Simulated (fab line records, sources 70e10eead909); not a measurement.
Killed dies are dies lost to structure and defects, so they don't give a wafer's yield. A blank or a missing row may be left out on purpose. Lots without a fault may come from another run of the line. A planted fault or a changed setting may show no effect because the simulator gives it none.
Which tool did it? | flow nand_harc | 6 lots, 18 wafers sampled, at 3 steps of a route of 1159

WHAT THE GAUGES READ, wafer by wafer
NHARC_END_SORT_01.
lot  | measured     | on        | sort_bin_2_pct (%)
L595 | day 21 03:04 | prober-01 | 1.3 0.3 1.0
L596 | day 21 12:30 | prober-01 | 1.2 1.8 0.9
L599 | day 21 18:46 | prober-01 | 0.7 0.1 0.1
L602 | day 22 09:09 | prober-02 | 93.1 93.5 94.1
L601 | day 22 16:02 | prober-01 | 90.8 91.9 90.0
L610 | day 25 01:40 | prober-01 | 2.7 2.5 3.1

WHICH TOOL RAN EACH LOT (tool, then ch and the chambers of the sampled wafers, then the start)
lot  | NHARC_A_M0_STRIP_18                | NHARC_A_M0_PVD_21
L595 | rie_diel-07 ch 0,1, day 18 22:38   | pvd_sputter-01, day 19 00:44 or earlier
L596 | rie_diel-09 ch 0,2,3, day 19 17:46 | pvd_sputter-02, day 19 20:30 or earlier
L599 | rie_diel-07 ch 0,2,3, day 19 22:51 | pvd_sputter-01, day 20 00:54 or earlier
L602 | rie_diel-09 ch 0,1, day 20 15:24   | pvd_sputter-01, day 20 17:30 or earlier
L601 | rie_diel-07 ch 0,2, day 20 19:53   | pvd_sputter-02, day 20 22:01 or earlier
L610 | rie_diel-13 ch 0,2, day 23 10:30   | pvd_sputter-03, day 23 12:34 or earlier
- NHARC_A_M0_STRIP_18: strips in N2/H2.
- NHARC_A_M0_PVD_21: deposits Cu, target thk 30 nm, time 20.49 s.

THE ANSWER, worked out from the rows above alone
Rule: what is usual is taken from the lots themselves. Put in order of their means at a reading, lots are off if they are a third of the lots or fewer, leave a main group of 4 or more, and stand apart from it by a gap of 3 or more times the standard deviation of the main group's means; of several such gaps the widest counts. A main group whose means are all the same, to the digits that the tables above print for the reading, isn't used. A lot without any number at a reading at which 4 lots or more have one is off too. The other lots that the step has rows for count as sound.
Off: L602, L601, at NHARC_END_SORT_01 (sort_bin_2_pct). The main group: mean 1.3 %, standard deviation 0.91.
A tool fits if, at a process step before that reading, it ran every lot that is off, and no sound lot after the first of them. The gauges at NHARC_END_SORT_01 are tried like those tools. NHARC_A_M0_PVD_21 gives no start for some lots, so the hours and the order of its lots are those of NHARC_A_M0_INSPECT_27. None of those tried fits.

WHAT THE SIMULATOR HAD PUT IN
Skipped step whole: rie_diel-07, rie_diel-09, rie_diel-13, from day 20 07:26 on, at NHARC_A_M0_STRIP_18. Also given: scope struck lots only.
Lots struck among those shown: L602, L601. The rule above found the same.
